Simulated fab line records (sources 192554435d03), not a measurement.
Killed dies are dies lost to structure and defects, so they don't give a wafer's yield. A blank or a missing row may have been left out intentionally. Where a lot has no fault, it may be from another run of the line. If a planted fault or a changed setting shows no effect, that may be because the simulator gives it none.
Lot-split experiment    flow n5_finfet    39 wafers read from 7 lots, route of 1938 steps

## SPLIT DETAILS
At N5_DUMMY_GATE_ETCH_32 (etches SiO2 in CF4, target depth 3.5 nm, time 3.9 s), the setting time_s was moved away from the recipe's 3.9 s on 18 of the 39 wafers read, by -21.6% to +18.1%. This setting was run at the recipe's value on the other wafers.

Reading taken at the split's own step.

## THE READING
etch.depth_nm (the simulator's own value, which no gauge read), in nm, at N5_DUMMY_GATE_ETCH_32 (etches SiO2 in CF4, target depth 3.5 nm, time 3.9 s). The file does not state a usual value for it. The 21 wafers here that ran the recipe average 3.507 nm, standard deviation 0.039 nm.

wafer   tool, chamber at the split  time_s as run, s  against the recipe  etch.depth_nm, nm  against lot-mates on the recipe
L080.1  rie_si-04, 2                3.9               recipe              3.564              -
L080.2  rie_si-04, 0                3.9               recipe              3.523              -
L080.3  rie_si-04, 1                3.541             -9.2%               3.173              -0.342
L080.4  rie_si-04, 1                3.541             -9.2%               3.205              -0.310
L080.5  rie_si-04, 0                3.9               recipe              3.458              -
L080.6  rie_si-04, 2                3.541             -9.2%               3.233              -0.282
L082.1  rie_si-04, 1                3.059             -21.6%              2.729              -0.794
L082.2  rie_si-04, 2                3.9               recipe              3.575              -
L082.3  rie_si-04, 0                3.059             -21.6%              2.766              -0.757
L082.4  rie_si-04, 3                3.9               recipe              3.494              -
L082.5  rie_si-04, 3                3.9               recipe              3.499              -
L082.6  rie_si-04, 2                3.059             -21.6%              2.806              -0.717
L084.1  rie_si-03, 3                3.9               recipe              3.58               -
L084.2  rie_si-03, 1                3.9               recipe              3.454              -
L084.5  rie_si-03, 0                3.9               recipe              3.514              -
L093.1  rie_si-03, 2                3.062             -21.5%              2.734              -0.758
L093.2  rie_si-03, 1                3.062             -21.5%              2.721              -0.771
L093.3  rie_si-03, 0                3.062             -21.5%              2.742              -0.750
L093.4  rie_si-03, 1                3.9               recipe              3.464              -
L093.5  rie_si-03, 0                3.9               recipe              3.517              -
L093.6  rie_si-03, 2                3.9               recipe              3.494              -
L094.1  rie_si-04, 1                3.9               recipe              3.464              -
L094.2  rie_si-04, 3                4.569             +17.2%              4.124              +0.647
L094.3  rie_si-04, 2                4.569             +17.2%              4.154              +0.677
L094.4  rie_si-04, 0                4.569             +17.2%              4.074              +0.597
L094.5  rie_si-04, 1                3.9               recipe              3.494              -
L094.6  rie_si-04, 0                3.9               recipe              3.473              -
L095.1  rie_si-01, 0                3.9               recipe              3.544              -
L095.2  rie_si-01, 1                3.9               recipe              3.505              -
L095.3  rie_si-01, 3                4.605             +18.1%              4.126              +0.584
L095.4  rie_si-01, 2                4.605             +18.1%              4.226              +0.684
L095.5  rie_si-01, 1                4.605             +18.1%              4.131              +0.589
L095.6  rie_si-01, 2                3.9               recipe              3.576              -
L096.1  rie_si-03, 1                4.306             +10.4%              3.836              +0.349
L096.2  rie_si-03, 2                4.306             +10.4%              3.84               +0.353
L096.3  rie_si-03, 0                3.9               recipe              3.492              -
L096.4  rie_si-03, 1                3.9               recipe              3.479              -
L096.5  rie_si-03, 0                4.306             +10.4%              3.862              +0.375
L096.6  rie_si-03, 2                3.9               recipe              3.491              -

THE FIT
A straight line over all 39 wafers: etch.depth_nm changes by +0.0352 nm for each +1% of time_s; r = +1.00; the points scatter about the line by 0.038 nm.
The same after taking each lot's own level away (the mean of its wafers on the recipe; 39 wafers): +0.0353 nm for each +1%; r = +1.00; scatter 0.034 nm.
That fit puts the effect of the largest move of time_s on the reading at 0.76 nm.
Across the lots, their own levels run from 3.4770 to 3.5417 nm, a range of 1.7 times the standard deviation given above.
Hence the lot-to-lot level has little effect on the slope; both slopes agree.
Check: -0.754 nm against its lot-mates is what the line predicts for one of the wafers moved furthest among these (-21.6%) when that wafer is left out of the fit. Against them it came out at -0.794 nm.

## OTHER SPLITS APPLIED TO THESE WAFERS
Before the reading, these wafers also passed through other splits. Each is held against what the fit with the lots' levels taken away leaves over:
other split on the same wafers        wafers away from the commonest value  r with etch.depth_nm (lot level and that fit taken away)
N5_DUMMY_GATE_ETCH_31 target_depth_a  12                                    -0.04

## THE FILE'S OWN FIT
etch.depth_nm changes by +0.0353 nm for each +1% of time_s, r = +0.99.
